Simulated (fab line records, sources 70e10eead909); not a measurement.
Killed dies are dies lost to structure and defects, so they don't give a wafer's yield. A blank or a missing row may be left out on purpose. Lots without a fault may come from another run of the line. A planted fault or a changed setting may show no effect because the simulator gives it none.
Chamber matching | flow nand_harc | NHARC_P_STI_CMP_21 on cmp-02: 4 sister chambers
The step polishes, t overpolish 20 s, target thk 380.67 nm. 8 wafers are shown with their chamber, then 11 later ones without.

WAFERS WITH THEIR CHAMBER
wafer  | chamber | motor_current_A (A) | overpolish_run_s (s)
L084.3 | 2       | 10.8                | 20.005
L084.6 | 2       | 10.0                | 20.013
L085.3 | 1       | 11.9                | 19.990
L085.6 | 0       | 11.7                | 20.011
L086.2 | 3       | 11.4                | 19.997
L086.3 | 1       | 11.8                | 20.017
L086.4 | 0       | 11.2                | 20.001
L088.1 | 3       | 11.3                | 19.990

WAFERS WITHOUT THEIR CHAMBER
wafer  | motor_current_A (A) | overpolish_run_s (s)
L088.2 | 11.0                | 20.003
L088.6 | 11.0                | 20.015
L090.1 | 11.4                | 20.012
L090.3 | 11.9                | 19.989
L090.6 | 12.0                | 20.002
L094.1 | 11.5                | 20.007
L094.4 | 11.0                | 20.008
L094.6 | 12.4                | 19.998
L097.1 | 11.6                | 20.001
L097.2 | 11.6                | 19.990
L097.6 | 11.4                | 20.007

WHICH CHAMBER EACH WENT THROUGH
wafer  | from the rows above               | in truth
L088.2 | can't be placed: 3 or 0 or 2 or 1 | 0
L088.6 | can't be placed: 0 or 2 or 3 or 1 | 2
L090.1 | can't be placed: 0 or 1 or 3      | 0
L090.3 | can't be placed: 1 or 3 or 0      | 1
L090.6 | can't be placed: 1 or 0 or 3      | 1
L094.1 | can't be placed: 0 or 1 or 3      | 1
L094.4 | can't be placed: 0 or 3 or 2 or 1 | 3
L094.6 | can't be placed: 1 or 0 or 3      | 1
L097.1 | can't be placed: 0 or 1 or 3      | 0
L097.2 | can't be placed: 3 or 1 or 0      | 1
L097.6 | can't be placed: 0 or 3 or 1      | 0
Placed correctly: 0 of 11. Can't be placed from these rows: 11 (the true chamber is among the candidates in 11). Placed wrongly: 0.
How it was worked out, from the rows above alone: a wafer's distance from a chamber is the root of the sum, over the readings, of the square of ((its reading less the chamber's mean) divided by the reading's scatter). The wafer belongs to the nearest chamber; if the next one is less than 2 further off, it can't be placed. A chamber's mean is the mean of its shown wafers. The scatter: the root of (the sum of the squares of (reading less its chamber's mean) over the shown wafers, divided by (wafers less chambers)).
